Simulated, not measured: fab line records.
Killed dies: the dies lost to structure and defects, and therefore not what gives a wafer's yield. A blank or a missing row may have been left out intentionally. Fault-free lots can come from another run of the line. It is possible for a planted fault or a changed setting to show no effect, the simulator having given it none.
Chamber matching :: flow n5-finfet :: N5_PMOS_HMC_CHANNEL_EPI_CMP_21 on cmp-01 has 4 sister chambers
The step polishes SiGe30, target thk 54 nm. 18 wafers are shown with their chamber, then 9 later ones without.

## EACH WAFER AND ITS CHAMBER
wafer: L075.2
chamber: 2
motor-current-A (A): 11.9

wafer: L075.3
chamber: 3
motor-current-A (A): 11.3

wafer: L075.4
chamber: 1
motor-current-A (A): 11.0

wafer: L076.1
chamber: 0
motor-current-A (A): 11.2

wafer: L076.2
chamber: 3
motor-current-A (A): 11.9

wafer: L076.5
chamber: 3
motor-current-A (A): 11.4

wafer: L078.2
chamber: 2
motor-current-A (A): 12.4

wafer: L078.3
chamber: 0
motor-current-A (A): 11.0

wafer: L078.6
chamber: 3
motor-current-A (A): 11.9

wafer: L079.1
chamber: 1
motor-current-A (A): 12.0

wafer: L079.4
chamber: 0
motor-current-A (A): 10.8

wafer: L079.5
chamber: 3
motor-current-A (A): 11.8

wafer: L083.1
chamber: 3
motor-current-A (A): 11.7

wafer: L083.2
chamber: 0
motor-current-A (A): 11.2

wafer: L083.6
chamber: 0
motor-current-A (A): 11.2

wafer: L084.2
chamber: 3
motor-current-A (A): 11.2

wafer: L084.3
chamber: 2
motor-current-A (A): 12.1

wafer: L084.6
chamber: 3
motor-current-A (A): 11.6

SIGNATURES, as means of the wafers listed above
reading: motor-current-A
chamber 0: 11.080
chamber 1: 11.500
chamber 2: 12.133
chamber 3: 11.600
scatter within a chamber: 0.302
Rule: for a wafer and a chamber, the distance is found by dividing, reading by reading, the gap between the wafer's reading and the chamber's mean by the reading's scatter, squaring, summing and taking the root. The wafer belongs to the nearest chamber; if the next one is less than 2 further off, it can't be placed. How the scatter is found: for the shown wafers, subtract from each reading the mean of its chamber, square and add these, divide the total by (wafers less chambers), then take the root.

## WAFERS WITHOUT THEIR CHAMBER
wafer: L087.3
motor-current-A (A): 11.9

wafer: L087.4
motor-current-A (A): 11.6

wafer: L087.5
motor-current-A (A): 11.8

wafer: L089.1
motor-current-A (A): 12.1

wafer: L089.2
motor-current-A (A): 11.1

wafer: L089.6
motor-current-A (A): 11.5

wafer: L092.1
motor-current-A (A): 11.4

wafer: L092.2
motor-current-A (A): 12.1

wafer: L092.5
motor-current-A (A): 10.3

## THE CHAMBER EACH PASSED THROUGH
wafer: L087.3
from the rows above: can't be placed: 2 or 3 or 1 or 0
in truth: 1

wafer: L087.4
from the rows above: can't be placed: 3 or 1 or 0 or 2
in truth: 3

wafer: L087.5
from the rows above: can't be placed: 3 or 1 or 2 or 0
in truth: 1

wafer: L089.1
from the rows above: can't be placed: 2 or 3 or 1
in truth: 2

wafer: L089.2
from the rows above: can't be placed: 0 or 1 or 3
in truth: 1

wafer: L089.6
from the rows above: can't be placed: 1 or 3 or 0
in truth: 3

wafer: L092.1
from the rows above: can't be placed: 1 or 3 or 0
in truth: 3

wafer: L092.2
from the rows above: can't be placed: 2 or 3 or 1
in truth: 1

wafer: L092.5
from the rows above: can't be placed: 0 or 1 or 3
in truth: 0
Correctly placed: 0 of 9. Unplaceable from these rows: 9, with the true chamber sitting among the candidates in 9. Number placed wrongly: 0.
